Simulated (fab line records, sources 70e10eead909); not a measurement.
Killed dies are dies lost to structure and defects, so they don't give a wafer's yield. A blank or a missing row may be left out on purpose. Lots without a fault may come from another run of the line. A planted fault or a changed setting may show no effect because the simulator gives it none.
A struck lot beside a sound one | flow nand_harc | 12 steps out of a route of 1159
Sound: wafers L237.2, L237.4, L237.5. Struck: wafers L243.1, L243.2, L243.5. The cause comes at the end.
At each step with rows: each side's tool, then ch and its chambers, then its first start. Under that, the readings that differ: sound wafers | struck wafers | difference of the means | sigmas: that difference in standard deviations of wafers without a fault.
alike: readings whose means differ by less than 2 such deviations, and words and numbers that are the same on both sides. not compared: withheld readings, readings that some wafer has no value for, bounds like >300 that may hide the same value, and numbers for which the record gives no deviation and whose values overlap.
The two part at a step that has a row with sigmas, a row that says differs or no value, or rows on one side only. Numbers that don't overlap but have no deviation are shown without sigmas and don't part them. A reading that every wafer of one side lacks parts them only if that side has two wafers or more.

NHARC_A_SOURCE_PLATE_THK_MEAS_06: measures by ellipsometry.
  sound on film_metro-01, day 10 05:16; struck on film_metro-02, day 11 17:43
  alike: thk_nm
NHARC_A_SOURCE_PLATE_INSPECT_08:
  sound on defect_inspect-02, day 10 05:20; struck on defect_inspect-02, day 11 17:47
  alike: raw_defect_count
then, 1 step without rows for these wafers: NHARC_A_ONON_D1_DEP_00 (target thk 1000 nm).
NHARC_A_ONON_D1_THK_MEAS_02: measures by ellipsometry.
  sound on film_metro-01, day 10 05:55; struck on film_metro-01, day 11 18:22
  alike: thk_nm
then, 1 step without rows for these wafers: NHARC_A_ONON_D1_DEP_03 (target thk 1000 nm).
NHARC_A_ONON_D1_THK_MEAS_05: measures by ellipsometry.
  sound on film_metro-02, day 10 06:36; struck on film_metro-01, day 11 18:56
  alike: thk_nm
then, 1 step without rows for these wafers: NHARC_A_ONON_D1_DEP_06 (target thk 1000 nm).
NHARC_A_ONON_D1_THK_MEAS_08: measures by ellipsometry.
  sound on film_metro-01, day 10 07:10; struck on film_metro-01, day 11 19:30
  alike: thk_nm
then, 1 step without rows for these wafers: NHARC_A_ONON_D1_DEP_09 (target thk 1000 nm).
NHARC_A_ONON_D1_THK_MEAS_11: measures by ellipsometry.
  sound on film_metro-01, day 10 07:44; struck on film_metro-02, day 11 20:08
  reading     | sound          | struck      | difference | sigmas
  thk_nm (nm) | 1019 1019 1018 | 993 991 990 | -27        | -3
NHARC_A_ONON_D1_DEP_12: target thk 1000 nm.
  sound on pecvd_onon-03 ch 0, day 10 07:51; struck on pecvd_onon-03 ch 0, day 11 20:11
  alike: n2_flow_sccm
NHARC_A_ONON_D1_THK_MEAS_14: measures by ellipsometry.
  sound on film_metro-02, day 10 08:18; struck on film_metro-02, day 11 20:52
  reading     | sound       | struck         | difference | sigmas
  thk_nm (nm) | 994 993 992 | 1530 1529 1530 | +537       | +68
  not compared: hold

WHERE THEY PART
First at NHARC_A_ONON_D1_THK_MEAS_11; last, within this record, at NHARC_A_ONON_D1_THK_MEAS_14.

WHY: what the simulator had put in
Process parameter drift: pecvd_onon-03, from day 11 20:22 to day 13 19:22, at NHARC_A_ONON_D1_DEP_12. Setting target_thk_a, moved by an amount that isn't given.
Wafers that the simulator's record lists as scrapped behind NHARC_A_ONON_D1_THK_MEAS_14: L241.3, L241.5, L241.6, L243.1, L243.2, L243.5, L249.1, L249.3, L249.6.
